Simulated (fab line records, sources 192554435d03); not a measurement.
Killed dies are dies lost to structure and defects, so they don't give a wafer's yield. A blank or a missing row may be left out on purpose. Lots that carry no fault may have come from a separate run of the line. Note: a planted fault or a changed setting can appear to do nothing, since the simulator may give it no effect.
What tool caused it?	flow n5-finfet	24 lots with 72 wafers sampled at 5 steps, on a route of 1938 steps

== WHAT EACH GAUGE READ, for each wafer ==
N5_BEOL_M2_CD_MEAS_28: target cd 26.2 nm, target cd y 24.1 nm. Usual: cd-nm reads 26.11 nm (standard deviation 0.23).
lot	measured	on	cd-nm (nm)	flag
L074	day 6 12:33	cd-sem-01	25.85 26.42 26.61	
L075	day 6 18:13	cd-sem-02	26.25 26.35 26.47	
L076	day 7 02:56	cd-sem-01	26.19 25.99 26.06	
L077	day 7 10:28	cd-sem-03	25.91 25.60 26.02	
L078	day 7 12:38	cd-sem-01	26.26 25.90 26.16	
L079	day 7 19:08	cd-sem-01	26.47 26.23 26.17	
L080	day 8 05:06	cd-sem-02	26.06 26.30 26.58	
L081	day 8 09:26	cd-sem-01	25.78 25.90 25.76	
L083	day 8 18:40	cd-sem-03	26.11 26.08 26.62	
L082	day 8 18:55	cd-sem-03	25.91 25.85 25.92	
L084	day 9 20:48	cd-sem-02	26.50 25.83 26.07	
L085	day 10 01:40	cd-sem-01	26.45 26.08 26.01	
L086	day 10 04:53	cd-sem-01	26.15 26.05 25.95	
L087	day 10 06:37	cd-sem-02	25.92 25.90 26.24	
L088	day 10 06:40	cd-sem-01	26.19 26.24 26.47	
L089	day 10 09:10	cd-sem-03	26.22 25.99 26.26	
L090	day 10 14:22	cd-sem-02	26.15 26.34 26.23	
L091	day 10 20:07	cd-sem-03	26.51 26.31 26.50	
L092	day 11 04:10	cd-sem-01	25.88 26.12 26.13	
L093	day 11 08:47	cd-sem-02	25.97 26.01 26.10	
L094	day 11 18:57	cd-sem-02	25.69 25.63 25.98	
L095	day 11 19:10	cd-sem-01	26.13 26.37 25.99	
L096	day 12 09:53	cd-sem-03	25.82 25.79 26.30	
L097	day 12 21:16	cd-sem-03	26.35 26.15 26.07	

N5_BEOL_M2_OVL_MEAS_29. Usual: V1_OVL typically reads 0.6 nm, with standard deviation 0.6.
lot	measured	on	V1_OVL (nm)	flag
L074	day 6 12:35	overlay-01	0.9 0.9 0.6	
L075	day 6 18:16	overlay-01	1.4 1.4 0.8	
L076	day 7 02:58	overlay-01	0.3 1.5 0.0	
L077	day 7 10:30	overlay-02	-0.3 -0.2 0.0	
L078	day 7 12:40	overlay-01	0.9 0.5 0.8	
L079	day 7 19:11	overlay-02	0.3 1.0 0.4	
L080	day 8 05:08	overlay-01	0.2 0.3 0.4	
L081	day 8 09:28	overlay-02	1.5 1.2 1.6	
L083	day 8 18:42	overlay-01	0.3 0.6 0.8	
L082	day 8 18:56	overlay-02	-0.5 0.0 -0.5	
L084	day 9 20:50	overlay-01	0.1 0.6 0.0	
L085	day 10 01:43	overlay-02	0.7 1.0 1.4	
L086	day 10 04:55	overlay-02	1.5 1.0 2.1	
L087	day 10 06:38	overlay-02	-0.2 0.3 -0.4	
L088	day 10 06:43	overlay-01	0.0 1.1 1.3	
L089	day 10 09:11	overlay-02	1.5 0.5 1.2	
L090	day 10 14:23	overlay-02	0.7 0.3 -0.3	
L091	day 10 20:09	overlay-01	0.8 0.2 0.6	
L092	day 11 04:11	overlay-01	0.3 0.2 -0.4	
L093	day 11 08:50	overlay-02	0.4 1.4 1.1	
L094	day 11 18:59	overlay-02	1.8 1.1 1.6	
L095	day 11 19:12	overlay-01	-0.3 1.0 0.8	
L096	day 12 09:55	overlay-01	0.0 0.7 0.7	
L097	day 12 21:17	overlay-01	0.4 0.3 -0.4	

N5_BEOL_M2_CD_MEAS_35: target cd 18 nm, target cd y 22.2 nm. Usual: cd-nm reads 18.1 nm (standard deviation 0.41).
lot	measured	on	cd-nm (nm)	flag
L074	day 6 16:26	cd-sem-01	18.6 18.3 18.3	
L075	day 6 19:10	cd-sem-02	18.5 18.3 18.2	
L076	day 7 09:46	cd-sem-01	18.2 18.4 17.8	
L077	day 7 12:58	cd-sem-03	18.1 18.0 18.5	
L078	day 7 18:34	cd-sem-02	18.1 17.9 18.1	
L079	day 7 21:13	cd-sem-03	18.0 18.9 18.1	
L080	day 8 12:29	cd-sem-01	18.2 18.5 18.1	
L081	day 8 13:13	cd-sem-03	18.3 18.0 18.4	
L083	day 9 01:50	cd-sem-02	18.7 17.5 18.3	
L082	day 9 15:47	cd-sem-03	18.4 17.8 17.9	
L084	day 10 03:26	cd-sem-01	17.9 18.8 18.7	
L085	day 10 08:50	cd-sem-02	18.4 17.5 18.0	
L086	day 10 08:58	cd-sem-01	18.2 18.3 18.3	
L087	day 10 09:20	cd-sem-03	16.9 17.7 17.8	
L088	day 10 15:20	cd-sem-01	17.7 18.0 17.7	
L089	day 10 19:58	cd-sem-02	17.1 18.4 17.3	
L090	day 10 20:14	cd-sem-02	18.7 18.7 18.0	
L091	day 11 02:43	cd-sem-02	18.2 17.5 18.4	
L092	day 11 08:09	cd-sem-02	19.2 18.5 18.5	
L093	day 11 14:41	cd-sem-03	18.6 18.0 17.5	
L094	day 12 09:31	cd-sem-03	17.8 17.8 17.8	
L095	day 12 16:29	cd-sem-02	18.2 18.1 18.7	
L096	day 12 16:43	cd-sem-02	18.8 18.0 18.3	
L097	day 12 23:17	cd-sem-02	17.9 18.2 18.4	

== EACH LOT AND THE TOOL THAT RAN IT (in order: tool; ch and the chambers of the sampled wafers; start) ==
lot	N5_BEOL_M2_ETCH_64	N5_BEOL_M2_ETCH_70
L074	rie-diel-01 ch 1,2,3, day 6 11:45	rie-diel-01 ch 2,3, day 6 15:56
L075	rie-diel-01 ch 0,1,3, day 6 17:13	rie-diel-05 ch 0,1, day 6 18:40
L076	rie-diel-03 ch 0,1,3, day 7 02:02	rie-diel-01 ch 1,2,3, day 7 09:15
L077	rie-diel-03 ch 0,1,2, day 7 09:29	rie-diel-01 ch 1,2, day 7 12:28
L078	rie-diel-05 ch 0,1,3, day 7 11:58	rie-diel-03 ch 0,2,3, day 7 18:02
L079	rie-diel-01 ch 0,3, day 7 18:28	rie-diel-05 ch 0,1, day 7 20:41
L080	rie-diel-01 ch 0,3, day 8 04:25	rie-diel-03 ch 0,2, day 8 11:58
L081	rie-diel-01 ch 0,1,3, day 8 08:46	rie-diel-01 ch 0,1,3, day 8 12:42
L083	rie-diel-05 ch 0,2,3, day 8 17:53	rie-diel-01 ch 0,1,3, day 9 01:18
L082	rie-diel-05 ch 0,1,3, day 8 18:07	rie-diel-03 ch 0,2,3, day 9 15:16
L084	rie-diel-03 ch 0,2, day 9 20:07	rie-diel-03 ch 0,2,3, day 10 02:55
L085	rie-diel-01 ch 1,2, day 10 00:59	rie-diel-05 ch 1,2,3, day 10 08:19
L086	rie-diel-01 ch 0,1,2, day 10 04:10	rie-diel-03 ch 0,1,3, day 10 08:26
L087	rie-diel-05 ch 0,3, day 10 05:43	rie-diel-03 ch 0,1,3, day 10 08:49
L088	rie-diel-01 ch 0,1,2, day 10 05:49	rie-diel-01 ch 0,1,2, day 10 14:49
L089	rie-diel-03 ch 1,2,3, day 10 08:15	rie-diel-01 ch 0,2, day 10 19:27
L090	rie-diel-03 ch 0,2,3, day 10 13:40	rie-diel-03 ch 2,3, day 10 19:43
L091	rie-diel-05 ch 0,2,3, day 10 19:19	rie-diel-01 ch 0,1,2, day 11 02:12
L092	rie-diel-05 ch 2,3, day 11 03:29	rie-diel-01 ch 0,1,3, day 11 07:38
L093	rie-diel-03 ch 0,1, day 11 08:01	rie-diel-05 ch 0,3, day 11 14:10
L094	rie-diel-05 ch 0,1, day 11 18:03	rie-diel-01 ch 0,2,3, day 12 08:55
L095	rie-diel-05 ch 1,3, day 11 18:17	rie-diel-05 ch 0,1, day 12 15:57
L096	rie-diel-03 ch 0,1,2, day 12 09:13	rie-diel-03 ch 1,2,3, day 12 16:12
L097	rie-diel-03 ch 0,2,3, day 12 20:25	rie-diel-03 ch 0,3, day 12 22:46
- N5_BEOL_M2_ETCH_64: etches SOC in N2/H2, target depth 75 nm, overetch 22.5 nm, time 121.9 s.
- N5_BEOL_M2_ETCH_70: etches SOC in N2/H2, target depth 80 nm, overetch 24 nm, time 130 s.

== AS READ BY THE TOOLS THEMSELVES (means over the sampled wafers that have a number; for cases with no such wafer, the mark the record gives instead) ==
N5_BEOL_M2_ETCH_64. Usual: drypump-motor-current-A 5.5 A, standard deviation 0.46; oes-product-au 0.61 a.u., standard deviation 0.065; rf-vpp-V 524.7 V, standard deviation 2.7; showerhead-plenum-p-Torr 2.56 Torr, standard deviation 0.1; temp-c 40.01 C, standard deviation 0.11; throttle-valve-pct 17.7 %, standard deviation 0.42.
lot	tool	drypump-motor-current-A (A)	oes-product-au (a.u.)	rf-vpp-V (V)	showerhead-plenum-p-Torr (Torr)	temp-c (C)	throttle-valve-pct (%)	flag
L074	rie-diel-01	5.5	0.56	523.6	2.53	40.02	18.0	
L075	rie-diel-01	5.5	0.55	525.4	2.60	40.13	18.0	
L076	rie-diel-03	5.3	0.57	523.1	2.50	40.06	18.0	
L077	rie-diel-03	5.5	0.59	522.9	2.51	40.08	17.9	
L078	rie-diel-05	5.5	0.67	522.6	2.50	40.09	17.4	
L079	rie-diel-01	5.7	0.69	524.1	2.58	40.00	17.6	
L080	rie-diel-01	5.7	0.64	524.1	2.56	40.09	17.5	
L081	rie-diel-01	5.5	0.61	524.9	2.59	39.92	17.9	
L083	rie-diel-05	5.6	0.62	523.2	2.51	40.03	17.5	
L082	rie-diel-05	5.5	0.65	523.4	2.50	39.92	17.4	
L084	rie-diel-03	5.8	0.61	526.4	2.59	39.96	17.7	
L085	rie-diel-01	5.3	0.58	525.8	2.64	40.02	18.2	
L086	rie-diel-01	5.6	0.64	525.5	2.63	40.11	17.9	
L087	rie-diel-05	5.8	0.66	523.5	2.50	39.84	17.2	
L088	rie-diel-01	5.5	0.64	526.7	2.63	40.04	18.0	
L089	rie-diel-03	5.5	0.65	527.8	2.68	40.04	17.5	
L090	rie-diel-03	5.7	0.60	525.2	2.58	39.97	17.7	
L091	rie-diel-05	5.6	0.61	522.1	2.51	39.98	17.5	
L092	rie-diel-05	6.1	0.61	522.1	2.46	39.96	17.4	
L093	rie-diel-03	5.2	0.63	525.3	2.62	40.05	18.0	
L094	rie-diel-05	5.3	0.60	522.5	2.48	39.92	17.7	
L095	rie-diel-05	5.8	0.61	521.7	2.44	39.91	17.6	
L096	rie-diel-03	5.5	0.61	526.3	2.60	40.04	17.8	
L097	rie-diel-03	5.6	0.58	525.1	2.57	40.08	17.8	

N5_BEOL_M2_ETCH_70. Usual: drypump-motor-current-A 5.6 A, standard deviation 0.41; oes-product-au 0.59 a.u., standard deviation 0.062; rf-vpp-V 525.0 V, standard deviation 3; showerhead-plenum-p-Torr 2.58 Torr, standard deviation 0.1; temp-c 39.98 C, standard deviation 0.12; throttle-valve-pct 17.7 %, standard deviation 0.4.
lot	tool	drypump-motor-current-A (A)	oes-product-au (a.u.)	rf-vpp-V (V)	showerhead-plenum-p-Torr (Torr)	temp-c (C)	throttle-valve-pct (%)	flag
L074	rie-diel-01	5.8	0.54	521.6	2.44	40.07	17.9	
L075	rie-diel-05	5.3	0.61	522.6	2.50	39.93	17.7	
L076	rie-diel-01	5.5	0.53	523.4	2.53	39.98	18.0	
L077	rie-diel-01	5.3	0.51	524.6	2.55	39.84	18.3	
L078	rie-diel-03	5.6	0.60	524.4	2.59	39.87	17.7	
L079	rie-diel-05	5.0	0.62	524.1	2.55	40.13	17.5	
L080	rie-diel-03	5.7	0.57	522.8	2.51	39.98	18.0	
L081	rie-diel-01	5.5	0.59	524.2	2.59	40.06	17.9	
L083	rie-diel-01	5.5	0.59	525.7	2.59	39.99	17.9	
L082	rie-diel-03	5.7	0.59	525.6	2.58	39.93	17.7	
L084	rie-diel-03	5.6	0.58	524.9	2.58	40.06	17.7	
L085	rie-diel-05	5.9	0.57	521.9	2.46	39.94	17.6	
L086	rie-diel-03	5.3	0.60	525.9	2.60	39.88	17.9	
L087	rie-diel-03	5.3	0.59	525.8	2.60	39.92	17.9	
L088	rie-diel-01	5.6	0.62	526.4	2.63	40.03	18.0	
L089	rie-diel-01	5.8	0.67	525.6	2.62	39.94	17.7	
L090	rie-diel-03	5.8	0.61	526.9	2.66	39.89	17.4	
L091	rie-diel-01	5.6	0.61	526.8	2.63	40.01	18.0	
L092	rie-diel-01	5.5	0.57	525.1	2.58	39.96	17.9	
L093	rie-diel-05	5.2	0.62	524.0	2.54	40.05	17.4	
L094	rie-diel-01	5.8	0.62	526.2	2.60	40.02	17.7	
L095	rie-diel-05	5.3	0.58	521.6	2.48	39.99	17.7	
L096	rie-diel-03	5.5	0.61	527.2	2.67	39.94	17.6	
L097	rie-diel-03	5.4	0.56	525.4	2.56	40.05	17.9	

== THE ANSWER, worked out from the rows above alone ==
Rule: a lot counts as off when the mean over its wafers that have a number is more than 3 standard deviations away from the usual mean. A lot without any number at a reading at which 4 lots or more have one is off too. All remaining lots with rows at the step are treated as sound. First the gauges in route order, then the tools' own readings, where a lot's mean is used as printed above. The first step at which some lot is off is used, and at that step the reading that is off furthest; a lot without a number counts as furthest.
Nothing can be told from this: no lot is off at any reading shown.

== WHAT THE SIMULATOR HAD PUT IN ==
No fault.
